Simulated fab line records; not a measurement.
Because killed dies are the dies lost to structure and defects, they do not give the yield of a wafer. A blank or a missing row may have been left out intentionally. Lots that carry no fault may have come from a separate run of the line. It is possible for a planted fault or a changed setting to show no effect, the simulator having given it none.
Chamber matching | flow n5Finfet | 4 sister chambers for N5_BEOL_M0_ETCH_109 on rieDiel-04
The step etches SiCN in CH3F/O2, target depth 8 nm, overetch 2.4 nm, time 27.4 s. 14 wafers are shown with their chamber, then 7 later ones without.

## WAFERS WITH THEIR CHAMBER
wafer  | chamber | drypumpMotorCurrentA (A) | throttleValvePct (%) | showerheadPlenumPTorr (Torr)
L078.2 | 2       | 5.8                      | 16.15                | 1.97
L078.4 | 3       | 5.8                      | 16.23                | 2.02
L078.5 | 1       | 6.4                      | 16.51                | 2.05
L082.2 | 1       | 6.4                      | 16.52                | 2.05
L082.3 | 3       | 5.8                      | 16.25                | 2.01
L082.5 | 1       | 6.4                      | 16.52                | 2.05
L083.1 | 0       | 5.7                      | 15.95                | 2.12
L083.5 | 1       | 6.4                      | 16.51                | 2.05
L083.6 | 2       | 5.8                      | 16.16                | 1.96
L093.1 | 3       | 5.8                      | 16.30                | 2.00
L093.4 | 2       | 5.7                      | 16.19                | 1.95
L093.5 | 0       | 5.8                      | 15.99                | 2.11
L095.2 | 3       | 5.8                      | 16.31                | 2.00
L095.3 | 0       | 5.7                      | 16.02                | 2.10

SIGNATURES (averages over the wafers above)
reading               | chamber 0 | chamber 1 | chamber 2 | chamber 3 | scatter within a chamber
drypumpMotorCurrentA  | 5.733     | 6.400     | 5.767     | 5.800     | 0.0365
throttleValvePct      | 15.9867   | 16.5150   | 16.1667   | 16.2725   | 0.0281
showerheadPlenumPTorr | 2.1100    | 2.0500    | 1.9600    | 2.0075    | 0.00822
Rule: for each reading, subtract the chamber's mean from the wafer's reading, divide by that reading's scatter and square the result; add these up over the readings and take the root, which gives the wafer's distance from the chamber. If the next closest chamber is less than 2 further off than the closest, the wafer can't be placed; otherwise it belongs to the closest. The scatter: take each reading less its chamber's mean, square it, sum over the shown wafers, divide by the number of wafers less the number of chambers, and take the root.

## WAFERS WITHOUT THEIR CHAMBER
wafer  | drypumpMotorCurrentA (A) | throttleValvePct (%) | showerheadPlenumPTorr (Torr)
L095.5 | 5.8                      | 16.33                | 2.00
L096.1 | 6.4                      | 16.52                | 2.04
L096.3 | 5.7                      | 16.03                | 2.10
L096.5 | 5.8                      | 16.32                | 2.00
L097.1 | 5.7                      | 16.02                | 2.10
L097.2 | 6.4                      | 16.53                | 2.04
L097.3 | 5.8                      | 16.31                | 2.00

## THE CHAMBER EACH PASSED THROUGH
wafer  | from the rows above | in truth
L095.5 | 3                   | 3
L096.1 | 1                   | 1
L096.3 | 0                   | 0
L096.5 | 3                   | 3
L097.1 | 0                   | 0
L097.2 | 1                   | 1
L097.3 | 3                   | 3
Correctly placed: 7 of 7. Number that these rows cannot place: 0. 0 placed wrongly.
